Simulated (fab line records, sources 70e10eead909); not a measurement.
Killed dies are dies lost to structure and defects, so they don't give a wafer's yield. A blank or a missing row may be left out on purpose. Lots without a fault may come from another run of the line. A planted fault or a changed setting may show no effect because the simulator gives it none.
Which tool did it? | flow nand_harc | 24 lots, 72 wafers sampled, at 4 steps of a route of 1159

WHAT THE GAUGES READ, wafer by wafer
NHARC_P_M0_THK_MEAS_24: measures by xrf. Usual: thk_nm 117.2 nm, standard deviation 1.6.
lot  | measured     | on            | thk_nm (nm)       | flag
L074 | day 5 21:11  | film_metro-02 | 116.9 117.9 116.7 |
L075 | day 6 08:45  | film_metro-01 | 116.8 116.9 117.8 |
L076 | day 6 12:00  | film_metro-02 | 114.1 116.7 116.0 |
L077 | day 6 16:54  | film_metro-01 | 116.9 118.3 116.1 |
L078 | day 6 19:04  | film_metro-02 | 116.0 116.7 117.9 |
L080 | day 7 10:52  | film_metro-01 | 120.1 118.3 118.1 |
L079 | day 7 11:16  | film_metro-01 | 116.9 116.7 118.5 |
L082 | day 8 00:54  | film_metro-01 | 119.6 117.3 117.7 |
L081 | day 7 21:16  | film_metro-02 | 119.5 116.6 117.5 |
L083 | day 8 05:17  | film_metro-01 | 116.2 120.3 117.0 |
L084 | day 8 05:42  | film_metro-02 | 120.5 119.2 116.0 |
L086 | day 9 04:13  | film_metro-02 | 118.5 115.4 116.9 |
L087 | day 9 01:53  | film_metro-02 | 118.6 115.8 115.4 |
L085 | day 9 03:17  | film_metro-01 | 114.9 117.5 115.6 |
L089 | day 9 13:52  | film_metro-01 | 118.5 116.2 116.3 |
L088 | day 9 18:33  | film_metro-02 | 115.1 114.3 116.0 |
L090 | day 10 05:53 | film_metro-02 | 119.3 116.2 116.9 |
L091 | day 10 10:25 | film_metro-02 | 115.8 116.6 116.3 |
L092 | day 10 09:50 | film_metro-02 | 118.1 115.3 115.3 |
L093 | day 10 20:25 | film_metro-02 | 119.0 118.6 118.5 |
L094 | day 10 20:57 | film_metro-02 | 117.3 113.4 116.0 |
L095 | day 10 23:51 | film_metro-02 | 117.0 116.0 118.6 |
L097 | day 11 14:48 | film_metro-01 | 118.8 118.2 119.6 |
L096 | day 11 16:02 | film_metro-02 | 116.3 118.2 116.4 |

WHICH TOOL RAN EACH LOT (tool, then ch and the chambers of the sampled wafers, then the start)
lot  | NHARC_P_GATE_ETCH_104              | NHARC_P_M0_DEGAS_28          | NHARC_P_M0_PRE_CLEAN_29
L074 | rie_diel-12 ch 0,2, day 4 18:23    | pvd_sputter-02, day 5 19:47  | pvd_sputter-02, day 5 21:11 or earlier
L075 | rie_diel-01 ch 1,2,3, day 4 22:49  | pvd_sputter-01, day 6 07:20  | pvd_sputter-01, day 6 08:45 or earlier
L076 | rie_diel-01 ch 1,2,3, day 5 04:26  | pvd_sputter-03, day 6 10:34  | pvd_sputter-03, day 6 12:00 or earlier
L077 | rie_diel-12 ch 1,2, day 5 04:40    | pvd_sputter-01, day 6 15:30  | pvd_sputter-01, day 6 16:54 or earlier
L078 | rie_diel-12 ch 0,1,3, day 5 14:40  | pvd_sputter-02, day 6 17:38  | pvd_sputter-02, day 6 19:04 or earlier
L080 | rie_diel-01 ch 1,2, day 6 04:57    | pvd_sputter-02, day 7 09:26  | pvd_sputter-02, day 7 10:52 or earlier
L079 | rie_diel-12 ch 1,2,3, day 6 05:41  | pvd_sputter-01, day 7 09:50  | pvd_sputter-01, day 7 11:16 or earlier
L082 | rie_diel-02 ch 1,2,3, day 6 15:27  | pvd_sputter-02, day 7 23:21  | pvd_sputter-02, day 8 00:54 or earlier
L081 | rie_diel-12 ch 1,2,3, day 6 15:37  | pvd_sputter-03, day 7 19:38  | pvd_sputter-03, day 7 21:16 or earlier
L083 | rie_diel-02 ch 0,1,3, day 6 22:08  | pvd_sputter-03, day 8 03:51  | pvd_sputter-03, day 8 05:17 or earlier
L084 | rie_diel-12 ch 1,2, day 6 22:50    | pvd_sputter-01, day 8 04:17  | pvd_sputter-01, day 8 05:42 or earlier
L086 | rie_diel-02 ch 0,3, day 7 19:58    | pvd_sputter-01, day 9 02:14  | pvd_sputter-01, day 9 04:13 or earlier
L087 | rie_diel-01 ch 0,1,3, day 7 20:33  | pvd_sputter-03, day 9 00:29  | pvd_sputter-03, day 9 01:53 or earlier
L085 | rie_diel-01 ch 1,2,3, day 7 21:14  | pvd_sputter-02, day 9 01:55  | pvd_sputter-02, day 9 03:17 or earlier
L089 | rie_diel-12 ch 1,3, day 8 10:22    | pvd_sputter-02, day 9 12:23  | pvd_sputter-02, day 9 13:52 or earlier
L088 | rie_diel-12 ch 2,3, day 8 10:54    | pvd_sputter-03, day 9 17:10  | pvd_sputter-03, day 9 18:33 or earlier
L090 | rie_diel-12 ch 0,2, day 9 02:37    | pvd_sputter-03, day 10 04:20 | pvd_sputter-03, day 10 05:53 or earlier
L091 | rie_diel-01 ch 2,3, day 9 02:37    | pvd_sputter-02, day 10 09:00 | pvd_sputter-02, day 10 10:25 or earlier
L092 | rie_diel-01 ch 1,2,3, day 9 05:12  | pvd_sputter-02, day 10 08:20 | pvd_sputter-02, day 10 09:50 or earlier
L093 | rie_diel-01 ch 0,1,2, day 9 14:07  | pvd_sputter-02, day 10 18:59 | pvd_sputter-02, day 10 20:25 or earlier
L094 | rie_diel-01 ch 0,1,2, day 9 14:35  | pvd_sputter-02, day 10 19:34 | pvd_sputter-02, day 10 20:57 or earlier
L095 | rie_diel-02 ch 1,2,3, day 9 21:33  | pvd_sputter-01, day 10 22:27 | pvd_sputter-01, day 10 23:51 or earlier
L097 | rie_diel-01 ch 0,1,2, day 10 08:34 | pvd_sputter-01, day 11 13:25 | pvd_sputter-01, day 11 14:48 or earlier
L096 | rie_diel-12 ch 0,2,3, day 10 08:55 | pvd_sputter-01, day 11 14:37 | pvd_sputter-01, day 11 16:02 or earlier
- NHARC_P_GATE_ETCH_104: etches the open film in CF4/CHF3, target depth 60 nm.
- NHARC_P_M0_DEGAS_28: time 60 s.
- NHARC_P_M0_PRE_CLEAN_29: time 30 s.

WHAT THE TOOLS THEMSELVES READ (means of the sampled wafers that have a number; where no wafer has one, the mark that the record gives instead)
NHARC_P_GATE_ETCH_104. Usual: drypump_motor_current_A 5.7 A, standard deviation 0.51; oes_product_au 0.948 a.u., standard deviation 0.02; rf_vpp_V 370.4 V, standard deviation 1.9; showerhead_plenum_p_Torr 1.57 Torr, standard deviation 0.05; throttle_valve_pct 16.803 %, standard deviation 0.0098.
lot  | tool        | drypump_motor_current_A (A) | oes_product_au (a.u.) | rf_vpp_V (V) | showerhead_plenum_p_Torr (Torr) | throttle_valve_pct (%) | flag
L074 | rie_diel-12 | 6.0                         | 0.973                 | 369.2        | 1.54                            | 16.797                 |
L075 | rie_diel-01 | 5.6                         | 0.946                 | 370.5        | 1.58                            | 16.803                 |
L076 | rie_diel-01 | 5.6                         | 0.931                 | 371.5        | 1.58                            | 16.802                 |
L077 | rie_diel-12 | 5.5                         | 0.937                 | 371.2        | 1.59                            | 16.807                 |
L078 | rie_diel-12 | 6.0                         | 0.948                 | 370.1        | 1.58                            | 16.799                 |
L080 | rie_diel-01 | 5.2                         | 0.970                 | 371.0        | 1.58                            | 16.803                 |
L079 | rie_diel-12 | 5.6                         | 0.973                 | 370.0        | 1.56                            | 16.804                 |
L082 | rie_diel-02 | 6.1                         | 0.935                 | 370.1        | 1.56                            | 16.809                 |
L081 | rie_diel-12 | 5.6                         | 0.933                 | 370.1        | 1.56                            | 16.800                 |
L083 | rie_diel-02 | 6.5                         | 0.934                 | 372.2        | 1.59                            | 16.810                 |
L084 | rie_diel-12 | 5.5                         | 0.952                 | 370.3        | 1.55                            | 16.812                 |
L086 | rie_diel-02 | 6.3                         | 0.967                 | 371.9        | 1.62                            | 16.811                 |
L087 | rie_diel-01 | 5.7                         | 0.942                 | 370.6        | 1.59                            | 16.805                 |
L085 | rie_diel-01 | 5.6                         | 0.929                 | 371.1        | 1.57                            | 16.795                 |
L089 | rie_diel-12 | 5.6                         | 0.976                 | 371.6        | 1.59                            | 16.804                 |
L088 | rie_diel-12 | 5.7                         | 0.974                 | 368.6        | 1.52                            | 16.810                 |
L090 | rie_diel-12 | 6.0                         | 0.955                 | 368.4        | 1.53                            | 16.800                 |
L091 | rie_diel-01 | 5.5                         | 0.926                 | 369.4        | 1.53                            | 16.807                 |
L092 | rie_diel-01 | 5.6                         | 0.939                 | 370.2        | 1.57                            | 16.796                 |
L093 | rie_diel-01 | 5.4                         | 0.928                 | 369.8        | 1.58                            | 16.800                 |
L094 | rie_diel-01 | 5.4                         | 0.938                 | 370.9        | 1.58                            | 16.801                 |
L095 | rie_diel-02 | 6.1                         | 0.918                 | 370.8        | 1.55                            | 16.800                 |
L097 | rie_diel-01 | 5.4                         | 0.965                 | 370.9        | 1.58                            | 16.802                 |
L096 | rie_diel-12 | 6.1                         | 0.969                 | 369.5        | 1.53                            | 16.799                 |

NHARC_P_M0_DEGAS_28. Usual: heater_power_w 343 W, standard deviation 42.
lot  | tool           | heater_power_w (W) | flag
L074 | pvd_sputter-02 | 410                |
L075 | pvd_sputter-01 | 345                |
L076 | pvd_sputter-03 | 329                |
L077 | pvd_sputter-01 | 341                |
L078 | pvd_sputter-02 | 367                |
L080 | pvd_sputter-02 | 307                |
L079 | pvd_sputter-01 | 345                |
L082 | pvd_sputter-02 | 331                |
L081 | pvd_sputter-03 | 333                |
L083 | pvd_sputter-03 | 344                |
L084 | pvd_sputter-01 | 355                |
L086 | pvd_sputter-01 | 356                |
L087 | pvd_sputter-03 | 311                |
L085 | pvd_sputter-02 | 356                |
L089 | pvd_sputter-02 | 363                |
L088 | pvd_sputter-03 | 348                |
L090 | pvd_sputter-03 | 348                |
L091 | pvd_sputter-02 | 358                |
L092 | pvd_sputter-02 | 362                |
L093 | pvd_sputter-02 | 346                |
L094 | pvd_sputter-02 | 346                |
L095 | pvd_sputter-01 | 353                |
L097 | pvd_sputter-01 | 351                |
L096 | pvd_sputter-01 | 357                |

NHARC_P_M0_PRE_CLEAN_29. Usual: heater_power_w 417 W, standard deviation 51.
lot  | tool           | heater_power_w (W) | flag
L074 | pvd_sputter-02 | 507                |
L075 | pvd_sputter-01 | 418                |
L076 | pvd_sputter-03 | 426                |
L077 | pvd_sputter-01 | 424                |
L078 | pvd_sputter-02 | 455                |
L080 | pvd_sputter-02 | 385                |
L079 | pvd_sputter-01 | 429                |
L082 | pvd_sputter-02 | 450                |
L081 | pvd_sputter-03 | 427                |
L083 | pvd_sputter-03 | 409                |
L084 | pvd_sputter-01 | 438                |
L086 | pvd_sputter-01 | 416                |
L087 | pvd_sputter-03 | 454                |
L085 | pvd_sputter-02 | 430                |
L089 | pvd_sputter-02 | 411                |
L088 | pvd_sputter-03 | 383                |
L090 | pvd_sputter-03 | 416                |
L091 | pvd_sputter-02 | 380                |
L092 | pvd_sputter-02 | 381                |
L093 | pvd_sputter-02 | 370                |
L094 | pvd_sputter-02 | 440                |
L095 | pvd_sputter-01 | 430                |
L097 | pvd_sputter-01 | 413                |
L096 | pvd_sputter-01 | 424                |

THE ANSWER, worked out from the rows above alone
Rule: a lot is off if the mean of its wafers that have a number lies more than 3 standard deviations from the usual mean. A lot without any number at a reading at which 4 lots or more have one is off too. The other lots that the step has rows for count as sound. The gauges are gone through in route order, then the tools' own readings, and for those a lot's mean is taken as printed above. The first step at which some lot is off is used, and at that step the reading that is off furthest; a lot without a number counts as furthest.
No lot is off at any reading shown: from this, nothing can be told.

WHAT THE SIMULATOR HAD PUT IN
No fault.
